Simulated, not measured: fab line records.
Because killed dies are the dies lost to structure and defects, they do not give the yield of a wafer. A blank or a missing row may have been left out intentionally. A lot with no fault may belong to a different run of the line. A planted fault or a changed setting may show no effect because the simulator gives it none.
A lot that was struck, set against a sound lot	flow nandHarc	14 steps out of a route of 1159
Sound: the wafers L424.1, L424.3, L424.4. Wafers L436.1, L436.3, L436.4 were the ones struck. Last of all comes the cause.
At each step with rows: each side's tool, then ch and its chambers, then its first start. Under that, the readings that differ: sound wafers	struck wafers	difference of the means	sigmas: that difference in standard deviations of wafers without a fault.
alike: a reading whose means differ by less than 2 such deviations, as well as words and numbers matching on both sides. not compared: withheld readings; readings where some wafer has no value; bounds like >300 that might hide an equal value; numbers whose values overlap and for which the record gives no deviation.
A row with sigmas, a row that says differs or no value, or rows on one side alone: a step with any of these is where the two part. Non-overlapping numbers with no deviation appear without sigmas and do not part them. Lack of a reading on every wafer of one side parts them only where that side has two or more wafers.

NHARC_P_GATE_DESCUM_31: chemistry O2, time 3 s.
  sound on rieDiel-02 ch 0,2,3, day 4 13:40; struck on rieDiel-12 ch 0,2,3, day 8 00:58
reading	sound	struck	difference	sigmas
rfHoursCounterH (h)	37 38 38	27 25 21	-13	
  alike: chamberPressureMTorr, drypumpMotorCurrentA, o2FlowSccm, oesProductAu, rfVppV, showerheadPlenumPTorr, throttleValvePct
NHARC_P_GATE_ETCH_104: etches the open film in CF4/CHF3, target depth 60 nm.
  sound on rieDiel-02 ch 0,1,3, day 4 13:46; struck on rieDiel-12 ch 1,2,3, day 8 01:05
  alike: chamberPressureMTorr, drypumpMotorCurrentA, oesProductAu, rfVppV, showerheadPlenumPTorr, throttleValvePct
NHARC_P_GATE_HM_OPEN_105: chemistry O2/COS, target depth 360 nm.
  sound on rieDiel-02 ch 0,1,2; struck on rieDiel-12 ch 0,1,2
reading	sound	struck	difference	sigmas
rfHoursCounterH (h)	39 38 38	25 27 27	-12	
  alike: chamberPressureMTorr, drypumpMotorCurrentA, o2FlowSccm, oesProductAu, rfVppV, showerheadPlenumPTorr, throttleValvePct
then, 3 steps without rows for these wafers: NHARC_P_GATE_STRIP_106 (strips in O2/COS); NHARC_P_GATE_ETCH_114 (etches the open film in CF4/O2, target depth 30 nm, overetch 3 nm, time 16.5 s); NHARC_P_GATE_ETCH_32 (etches the open film in HBr/Cl2, target depth 150 nm, time 100.1 s).
NHARC_P_GATE_STRIP_108: strips in O2.
  sound on rieDiel-04 ch 0,1,2, day 4 14:20; struck on rieDiel-12 ch 0,1,3, day 8 02:07
reading	sound	struck	difference	sigmas
rfHoursCounterH (h)	52 50 51	21 28 26	-26	
  alike: chamberPressureMTorr, drypumpMotorCurrentA, o2FlowSccm, oesProductAu, rfVppV, showerheadPlenumPTorr, throttleValvePct
NHARC_P_GATE_CD_MEAS_33:
  sound on cdSem-02 at day 4 14:31; struck on cdSem-01 at day 8 02:17
  alike: cdNm
then, 4 steps without rows for these wafers: NHARC_P_GATE_STRIP_35 (strips in SPM, time 600 s); NHARC_P_GATE_PRECLEAN_73 (cleans in SC1); NHARC_P_GATE_SRD_74; NHARC_P_GATE_ALD_36 (deposits SiNx, target thk 20 nm, pulse time 60 s, ald cycles 223).
NHARC_P_GATE_ETCHBACK_37: etches the open film in CHF3/O2, target depth 34.5 nm, time 17.2 s.
  sound on rieDiel-12 ch 1,2,3, day 5 00:30; struck on rieDiel-02 ch 0,1,2, day 8 14:19
  no value came back on the struck wafers for any of 9 readings (biasW (W), chamberPressureMTorr (mTorr) and others); on the sound wafers biasW (W) reads 200.2 200.7 200.0
NHARC_P_GATE_STRIP_101: strips in O2, time 20 s.
  sound on rieDiel-12 ch 0,1,3, day 5 00:35; struck on rieDiel-02 ch 0,2,3, day 8 14:23
reading	sound	struck	difference	sigmas
rfHoursCounterH (h)	11 10 11	12 12 12	+1	
  alike: chamberPressureMTorr, drypumpMotorCurrentA, o2FlowSccm, oesProductAu, rfVppV, showerheadPlenumPTorr, throttleValvePct

## WHERE THEY PART
Within this record, at NHARC_P_GATE_ETCHBACK_37 only. Later steps at which nothing parts them and some readings are alike: NHARC_P_GATE_STRIP_101.

WHY: whatever the simulator had introduced
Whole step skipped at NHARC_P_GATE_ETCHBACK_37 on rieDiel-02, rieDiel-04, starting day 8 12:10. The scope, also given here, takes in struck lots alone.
